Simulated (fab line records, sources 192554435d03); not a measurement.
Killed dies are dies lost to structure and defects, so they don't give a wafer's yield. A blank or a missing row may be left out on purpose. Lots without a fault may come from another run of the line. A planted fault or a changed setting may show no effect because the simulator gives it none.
fab line records | flow n5_finfet
record lots=4 wafers=12 last_day=18
route steps=1938 shown BEOL_M6@1251 BEOL_M7@1263 PASSIVATION@1936
lots that met no fault: from a run of the same line without faults
start_h: hours from the record's first day to the start of the lot's first wafer shown | wait_h: hours since the lot's step before | " the same as in the row above | L1.1+2: a row that stands for several wafers | - no value, or no start given | * or withheld: withheld | < > ~ a bound
route shown NAME@n: a module of which the file shows steps, and the number in the route of the first | usual: mean/standard deviation of fault-free wafers | same: alike in all rows | chamber/n: place in a boat | sites: the reading at each site | _std_site: their standard deviation | _edge_site: outer sites' mean less inner sites' | radius_mm: how far each site lies from the wafer's centre | mask NAME#n: copy n | behind: the tool/chamber that last shaped the wafer | hold: why the lot was held/for how many hours/how that ended | device: the transistor (n, p or np) that didn't switch | end of line: the same wafers' tests at the end of the route | a step without rows: its recipe alone | killed: dies lost to structure and defects at the first sort, not the wafer's yield | map: a wafer's dies, x killed, . not, _ none there
set.NAME: the setting as run; set.NAME@STEP: as run at that earlier step | model.NAME: the simulator's own value behind a step, which no gauge read
lots at some steps of the route; a table a step, a row a wafer
services: from which hour (start_h, from the record's first day; less than 0 if before it) a tool's chamber was out of use, for how many hours, and why
## steps
# step N5_BEOL_M6_ALD_77
# recipe material=TaN target_thk_a=20 temp_c=275 ald_precursor_family=PDMAT ald_co_reactant=NH3 pressure_torr=3 carrier_flow_sccm=1500 pulse_time_s=2 purge_time_s=3 co_reactant_purge_time_s=2 co_reactant_pulse_time_s=3 ald_cycles=40 precursor_vessel_temp_c=75 precursor_vessel_pressure_torr=26.25 precursor_vessel_carrier_sccm=1000
# step N5_BEOL_M6_SURFACE_TREAT_79
# recipe gas=Ar time_s=* ion_energy_ev=* ion_current_ma_cm2=0.5 pressure_mtorr=* ar_flow_sccm=30
# step N5_BEOL_M6_CVD_78
# recipe material=Co target_thk_a=20 temp_c=withheld precursor=CCTBA/H2 pressure_torr=30 time_s=142.3
# step N5_BEOL_M6_SPUTTER_48
# recipe material=Cu target_thk_a=100 temp_c=-20 bias_v=60 power_w=26000 chamber_pressure_pa=0.13 time_s=1.667
# step N5_BEOL_M6_ECD_50
# recipe material=Cu target_thk_a=3000
# step N5_BEOL_M6_ANNEAL_51
# recipe temp_c=225 time_s=90 ambient=N2
# step N5_BEOL_M6_CMP_52
# recipe stop_on=SiCOH_lowk t_overpolish_s=6.9 down_force_psi=1 platen_rpm=50 clearing_platen_down_force_psi=1.5 clearing_platen_rpm=50 post_cmp_clean=cu_alkaline target_thk_nm=80 clearing_platen_pad_velocity_m_s=0.99484 pad_velocity_m_s=0.99484
# step N5_BEOL_M6_PRE_CLEAN_55
# recipe gas=NH3 time_s=15 temp_c=withheld rf_power_w=300
# step N5_BEOL_M6_DEP_56
# recipe material=SiCN target_thk_a=100 temp_c=withheld precursor=3MS/NH3 pressure_torr=3 rf_w=202 time_s=17.5
# step N5_BEOL_M7_ILD_DEP_00
# recipe material=SiCOH_lowk target_thk_a=1797.5 temp_c=300 precursor=DEMS/porogen pressure_torr=5 rf_w=500 time_s=33.4
# usual heater_power_w=302/60 rf_fwd_power_W=494.6/2 showerhead_plenum_p_Torr=5.744/0.012 showerhead_vpp_V=1399/88 susceptor_temp_C=300.02/0.18 throttle_valve_pct=13.8/0.83
# columns lot.wafer tool chamber start_h wait_h heater_power_w rf_fwd_power_W showerhead_plenum_p_Torr showerhead_vpp_V susceptor_temp_C throttle_valve_pct model.SiCOH_lowk_of_BEOL_M7_ILD_DEP_00.thk_nm
L799.3 pecvd-03 2 259.64 0.0 229 496.2 5.750 1262 300.14 12.9 179.8
L799.4 " 0 " " 345 493.2 5.737 1440 306.85 13.2 174.2
L799.5 " 2 " " 223 496.3 5.743 1263 299.82 13.1 180
L801.2 pecvd-03 1 278.97 0.0 376 497.2 5.745 1297 300.26 13.6 173.6
L801.4 " 2 " " 244 494.0 5.741 1300 300.22 13.1 178
L801.5 " 0 " " 355 493.7 5.726 1493 306.62 13.2 169.4
L807.1 pecvd-04 0 311.23 0.0 258 494.5 5.747 1382 299.98 14.0 179.2
L807.2 " 2 " " 342 496.5 5.746 1374 300.30 14.0 177.4
L807.5 " 2 " " 332 496.9 5.729 1393 299.93 14.2 180.2
L811.1 pecvd-03 1 348.25 0.0 379 494.7 5.746 1291 299.68 13.6 177.8
L811.5 " 0 " " 327 493.2 5.735 1458 299.91 13.3 179.8
L811.6 " 1 " " 377 493.6 5.730 1318 300.05 13.7 180.2
# step N5_BEOL_M7_CURE_74
# recipe temp_c=385 time_s=240 ambient=He/Ar material=SiCOH_lowk
# step N5_BEOL_M7_THK_MEAS_01
# recipe reads=SiCOH_lowk_of_BEOL_M7_ILD_DEP_00
# usual M7_ILD_THK=153.8/2
# columns lot.wafer tool chamber start_h wait_h M7_ILD_THK[nm]
L799.3 film_metro-02 - 260.22 0.3 154.8
L799.4 " - " " 150.1
L799.5 " - " " 155.2
L801.2 film_metro-02 - 279.54 0.4 149.7
L801.4 " - " " 153.6
L801.5 " - " " 146.0
L807.1 film_metro-02 - 311.81 0.4 154.5
L807.2 " - " " 152.8
L807.5 " - " " 155.3
L811.1 film_metro-01 - 348.83 0.4 153.4
L811.5 " - " " 155.0
L811.6 " - " " 155.3
# step N5_BEOL_M7_PECVD_70
# recipe material=SiO2 target_thk_a=200 temp_c=400 precursor=TEOS/O2 pressure_torr=5.5 rf_w=450 teos_flow_sccm=53.8 gas=O2 flow_sccm=3000 time_s=22.7
# step N5_BEOL_M7_HM_DEP_02
# recipe material=TiN target_thk_a=200 temp_c=25 chamber_pressure_pa=0.49996
# step N5_BEOL_M7_COAT_59
# recipe resist=SOC temp_c=250 time_s=60 spin_rpm=1500 resist_thk_nm=100
# step N5_BEOL_M7_COAT_60
# recipe resist=SiARC temp_c=220 time_s=60 spin_rpm=1500 resist_thk_nm=35
# step N5_BEOL_M7_COAT_05
# recipe resist=CAR-ArF spin_rpm=1500 resist_thk_nm=90
# step N5_BEOL_M7_EBR_07
# recipe solvent=PGMEA ebr_width_mm=1.5
# step N5_BEOL_M7_SOFTBAKE_06
# recipe temp_c=110 time_s=60 resist=CAR-ArF
# step N5_BEOL_M7_EXPOSE_08
# recipe mask_id=M7 na=1.35 source_shape=dipole sigma_inner=0.817 sigma_outer=0.97 polarization=te dose_mj=68.25
# step N5_BEOL_M7_PEB_09
# recipe peb_temp_c=withheld peb_time_s=60 resist=CAR-ArF
# step N5_BEOL_M7_DEVELOP_10
# recipe develop_time_s=30 developer=TMAH resist=CAR-ArF rinse_liquid=diw dry=air_spin dev_temp_c=23
# step N5_BEOL_M7_DESCUM_16
# recipe chemistry=O2 time_s=7.9 source_power_w=50 bias_power_w=20 pressure_mtorr=20 rf_frequency_hz=2.712e+07 temp_c=40 resist=CAR-ArF o2_flow_sccm=225
# step N5_BEOL_M7_ETCH_61
# recipe chemistry=CF4 target=SiARC target_depth_a=455 mask_material=CAR-ArF time_s=75.8 ion_energy_ev=80 pressure_mtorr=40 source_w=545 bias_w=36 Ar_flow_sccm=100 cf4_flow_sccm=100 ends=cleared
# step N5_BEOL_M7_ETCH_62
# recipe chemistry=N2/H2 target=SOC target_depth_a=1100 overetch_a=220 mask_material=SiARC temp_c=40 time_s=165 ion_energy_ev=200 pressure_mtorr=30 source_w=840 bias_w=150 n2_flow_sccm=200 h2_flow_sccm=200
# step N5_BEOL_M7_STRIP_68
# recipe chemistry=N2/H2 temp_c=40 n2_flow_sccm=200 h2_flow_sccm=200 rf_frequency_hz=6e+07
# step N5_BEOL_M7_STRIP_67
# recipe chemistry=CF4 resist=SiARC power_w=300 bias_power_w=75 pressure_mtorr=50 cf4_flow_sccm=150 rf_frequency_hz=6e+07
# step N5_BEOL_M7_HM_OPEN_17
# recipe chemistry=Cl2/BCl3 target_depth_a=200 overetch_a=60 target=TiN mask_material=SOC ion_energy_ev=150 pressure_mtorr=10 icp_w=1000 bias_w=126 Cl2_flow_sccm=53.25 bcl3_flow_sccm=21.75 Ar_flow_sccm=25
# step N5_BEOL_M7_STRIP_19
# recipe chemistry=O2 power_w=400 temp_c=40 pressure_mtorr=30 rf_frequency_hz=6e+07 bias_power_w=0 overash_fraction=0.2 o2_flow_sccm=225
# step N5_BEOL_M7_COAT_63
# recipe resist=SOC temp_c=250 time_s=60 spin_rpm=1500 resist_thk_nm=60
# step N5_BEOL_M7_COAT_64
# recipe resist=SiARC temp_c=220 time_s=60 spin_rpm=1500 resist_thk_nm=12
# step N5_BEOL_M7_COAT_71
# recipe resist=underlayer temp_c=205 time_s=60 spin_rpm=1500 resist_thk_nm=5
# step N5_BEOL_M7_COAT_22
# recipe resist=CAR-EUV spin_rpm=1500 resist_thk_nm=30
# step N5_BEOL_M7_EBR_24
# recipe solvent=PGMEA ebr_width_mm=1.5
# step N5_BEOL_M7_SOFTBAKE_23
# recipe temp_c=110 time_s=60 resist=CAR-EUV
# step N5_BEOL_M7_CMP_52
# recipe stop_on=SiCOH_lowk t_overpolish_s=6.9 down_force_psi=1 platen_rpm=50 clearing_platen_down_force_psi=1.5 clearing_platen_rpm=50 post_cmp_clean=cu_alkaline target_thk_nm=80 clearing_platen_pad_velocity_m_s=0.99484 pad_velocity_m_s=0.99484
# usual barrier_field_endpoint_s=28.8/0.77 clearing_platen_rpm=50.001/0.025 motor_current_A=6.2/0.48 overpolish_run_s=6.901/0.0087 retaining_ring_pressure_frac=1.000/0.005 time_to_endpoint_s=62/3.3
# columns lot.wafer tool chamber start_h wait_h barrier_field_endpoint_s clearing_platen_rpm motor_current_A overpolish_run_s retaining_ring_pressure_frac time_to_endpoint_s model.SiCOH_lowk_of_BEOL_M7_ILD_DEP_00.thk_nm
L799.3 cmp-04 1 267.68 0.2 30.2 50.031 6.4 6.890 1.000 64 152
L799.4 " 3 " " 29.3 50.025 6.2 6.909 0.999 60 147.2
L799.5 " 1 " " 29.7 49.992 6.2 6.898 0.997 64 152.2
L801.4 cmp-02 3 287.20 0.2 29.0 49.992 6.0 6.907 0.993 66 150.6
L801.2 " 1 " " 27.4 49.987 5.9 6.883 1.001 56 146.6
L801.5 " 2 " " 27.8 49.993 6.1 6.881 1.005 56 143
L807.2 cmp-04 3 318.40 0.3 28.5 49.987 5.7 6.887 1.002 63 150
L807.1 " 0 " " 29.3 49.982 6.5 6.903 1.000 66 151.6
L807.5 " 1 " " 30.5 50.010 6.2 6.908 1.008 68 152.4
L811.1 cmp-01 1 356.76 0.3 28.9 49.992 5.7 6.900 1.002 66 150.2
L811.5 " 0 " " 29.7 50.004 6.8 6.903 0.996 64 152
L811.6 " 1 " " 29.5 49.970 5.4 6.900 1.004 63 152.4
# step N5_PASSIVATION_PROBE_49
# usual defect_limited_yield=91.7/1.5 killed_at_M0_to_M3=32/10 killed_at_M4_up=14/5.3 killed_at_contacts=13/5.7 killed_at_front_end=37/10 killed_at_other=3.3/2.5 killed_dies=98/18 killed_open=65/13 killed_short=31/7.5 sort_bin_4_leakage=0.00/0.0099 sort_bin_5_function=4.9/0.91 sort_bin_6_memory=3.1/0.71 sort_bin_8_speed=0.00/0.017 sort_n_pass=1082/18
# same gross_dies=1180 killed_at_back_side=0
# columns lot.wafer tool chamber start_h wait_h defect_limited_yield[%] killed_at_M0_to_M3 killed_at_M4_up killed_at_contacts killed_at_front_end killed_at_other killed_dies killed_open killed_short sort_bin_4_leakage[%] sort_bin_5_function[%] sort_bin_6_memory[%] sort_bin_8_speed[%] sort_n_pass
L799.3 prober-02 - 337.10 0.1 89.6 30 14 33 40 6 123 83 35 0 5.8 3.6 0.17 1057
L799.4 prober-02 - 337.15 0.2 90.3 19 18 26 47 5 115 83 32 0 6.5 3.1 0 1065
L799.5 prober-02 - 337.20 0.2 89.7 39 24 20 34 4 121 91 26 0 5.1 4.7 0 1059
L801.2 prober-02 - 360.53 0.1 89.3 51 13 16 45 1 126 86 36 0 6.8 3.4 0 1054
L801.4 prober-02 - 360.63 0.2 87.6 71 17 12 44 2 146 101 45 0 6.9 4.8 0 1034
L801.5 prober-02 - 360.68 0.2 90.7 41 15 16 35 3 110 72 35 0.08 5.5 3.5 0 1069
L807.1 prober-02 - 398.97 0.0 92.9 34 9 15 21 5 84 56 28 0 3.6 3.3 0 1096
L807.2 prober-02 - 399.02 0.1 93.6 30 6 13 24 2 75 52 23 0 4.1 1.9 0 1105
L807.5 prober-02 - 399.17 0.2 93.4 29 10 9 28 2 78 47 30 0 4.2 2.1 0 1102
L811.1 prober-02 - 434.58 0.0 89.7 33 25 11 44 8 121 83 38 0 5.8 4.0 0 1059
L811.5 prober-02 - 434.78 0.2 90.3 23 18 15 58 1 115 78 37 0 5.6 3.8 0 1065
L811.6 prober-02 - 434.83 0.3 90.4 34 16 11 45 7 113 63 50 0 5.6 3.7 0 1067
# killed by level:class
L799.3 MOL_CONTACT_COAG:geometric_particle:open=28 BEOL_M3:geometric_particle:open=10 FIN_SAQP:geometric_particle:open=9 BEOL_M4:geometric_particle:open=9 BEOL_M0_SAQP:geometric_particle:short=8 DUMMY_GATE:geometric_particle:open=6 FIN_SAQP:geometric_particle:short=5 STI_FIN_REVEAL:geometric_particle:open=5
L799.4 MOL_CONTACT_COAG:geometric_particle:open=21 STI_FIN_REVEAL:geometric_particle:open=14 BEOL_M4:geometric_particle:open=10 FIN_SAQP:geometric_particle:open=7 BEOL_M1:geometric_particle:open=7 MOL_CONTACT_COAG:geometric_particle:short=5 BEOL_M3:geometric_particle:open=5 STI_FIN_REVEAL:geometric_particle:short=4
L799.5 BEOL_M4:geometric_particle:open=18 MOL_CONTACT_COAG:geometric_particle:open=15 BEOL_M3:geometric_particle:open=9 BEOL_M1:geometric_particle:open=8 BEOL_M2:geometric_particle:open=8 STI_FIN_REVEAL:geometric_particle:open=7 FIN_SAQP:geometric_particle:open=6 BEOL_M0_SAQP:geometric_particle:open=6
L801.2 FIN_SAQP:geometric_particle:open=16 MOL_CONTACT_COAG:geometric_particle:open=14 BEOL_M0_SAQP:geometric_particle:short=12 BEOL_M0_SAQP:geometric_particle:open=10 FIN_SAQP:geometric_particle:short=9 STI_FIN_REVEAL:geometric_particle:open=9 BEOL_M1:geometric_particle:open=9 BEOL_M2:geometric_particle:open=7
L801.4 BEOL_M0_SAQP:geometric_particle:short=21 BEOL_M0_SAQP:geometric_particle:open=18 FIN_SAQP:geometric_particle:open=16 BEOL_M1:geometric_particle:open=13 MOL_CONTACT_COAG:geometric_particle:open=10 BEOL_M2:geometric_particle:open=10 BEOL_M4:geometric_particle:open=10 FIN_SAQP:geometric_particle:short=7
L801.5 FIN_SAQP:geometric_particle:open=16 MOL_CONTACT_COAG:geometric_particle:open=14 FIN_SAQP:geometric_particle:short=11 BEOL_M0:geometric_particle:open=10 BEOL_M0_SAQP:geometric_particle:open=10 BEOL_M0_SAQP:geometric_particle:short=9 BEOL_M1:geometric_particle:open=5 BEOL_M4:geometric_particle:open=5
L807.1 MOL_CONTACT_COAG:geometric_particle:open=12 BEOL_M0_SAQP:geometric_particle:open=10 STI_FIN_REVEAL:geometric_particle:open=9 BEOL_M0_SAQP:geometric_particle:short=9 BEOL_M2:geometric_particle:open=8 MOL_CONTACT_COAG:geometric_particle:short=3 BEOL_M1:geometric_particle:open=3 BEOL_M1:geometric_particle:short=3
L807.2 MOL_CONTACT_COAG:geometric_particle:open=11 BEOL_M2:geometric_particle:open=9 BEOL_M0_SAQP:geometric_particle:short=8 STI_FIN_REVEAL:geometric_particle:open=6 FIN_CUT:geometric_particle:open=4 BEOL_M0_SAQP:geometric_particle:open=4 STI_FIN_REVEAL:geometric_particle:short=3 GATE_CUT:geometric_particle:open=3
L807.5 MOL_CONTACT_COAG:geometric_particle:open=7 STARTING-WAFER:geometric_particle:short=7 BEOL_M0_SAQP:geometric_particle:short=6 BEOL_M0_SAQP:geometric_particle:open=5 DUMMY_GATE:geometric_particle:open=5 BEOL_M2:geometric_particle:open=5 STI_FIN_REVEAL:geometric_particle:open=4 BEOL_M3:geometric_particle:open=4
L811.1 FIN_SAQP:geometric_particle:open=21 BEOL_M0_SAQP:geometric_particle:open=11 BEOL_M0_SAQP:geometric_particle:short=10 BEOL_M5:geometric_particle:open=10 MOL_CONTACT_COAG:geometric_particle:open=7 BEOL_M2:geometric_particle:open=7 FIN_SAQP:geometric_particle:short=6 GATE_CUT:geometric_particle:short=6
L811.5 FIN_SAQP:geometric_particle:open=18 MOL_CONTACT_COAG:geometric_particle:open=13 STI_FIN_REVEAL:geometric_particle:open=9 FIN_SAQP:geometric_particle:short=8 GATE_CUT:geometric_particle:short=7 BEOL_M4:geometric_particle:short=6 BEOL_M0_SAQP:geometric_particle:open=6 BEOL_M2:geometric_particle:open=5
L811.6 BEOL_M0_SAQP:geometric_particle:short=11 BEOL_M0_SAQP:geometric_particle:open=11 FIN_SAQP:geometric_particle:short=9 FIN_SAQP:geometric_particle:open=8 BEOL_M4:geometric_particle:open=8 GATE_CUT:geometric_particle:short=7 GATE_CUT:geometric_particle:open=6 MOL_CONTACT_COAG:geometric_particle:short=6
## services
# columns tool chamber start_h hours kind
cmp-01 - 256.89 4.0 pm
cmp-01 - 260.89 - consumable_replace:conditioner
cmp-01 - 260.89 - consumable_replace:pad
cmp-01 - 264.15 4.2 pm
pecvd-03 2 264.54 2.1 scheduled_down
pecvd-03 0 271.69 5.5 scheduled_down
cmp-04 - 276.61 1.3 repair
pecvd-04 1 295.10 2.1 scheduled_down
pecvd-03 2 305.46 5.5 scheduled_down
pecvd-04 0 342.55 3.9 repair
cmp-04 - 343.77 13.2 pm
cmp-02 - 349.16 6.5 repair
pecvd-04 0 351.59 2.1 scheduled_down
pecvd-04 1 355.05 5.5 scheduled_down
## key
first_sign step=N5_BEOL_M7_ILD_DEP_00 reading=susceptor_temp_C direction=up sigmas=38 usual=* struck=*
effect step=N5_BEOL_M7_THK_MEAS_01 reading=M7_ILD_THK direction=down sigmas=2.9 usual=153.8 struck=148.1
model_effect step=N5_BEOL_M7_ILD_DEP_00 value=SiCOH_lowk_of_BEOL_M7_ILD_DEP_00.thk_nm without=178.5 struck=171.8
model_effect step=N5_BEOL_M7_CMP_52 value=SiCOH_lowk_of_BEOL_M7_ILD_DEP_00.thk_nm without=150.9 struck=145.1
met_at N5_BEOL_M7_ILD_DEP_00
struck_wafers L799.4,L801.5
fault kind=process_parameter_drift tool=pecvd-03 chamber=0 onset_h=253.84 steps=N5_BEOL_M7_ILD_DEP_00 channel=temp_c offset=* shape=step end_h=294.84 acts_in=* stated=*
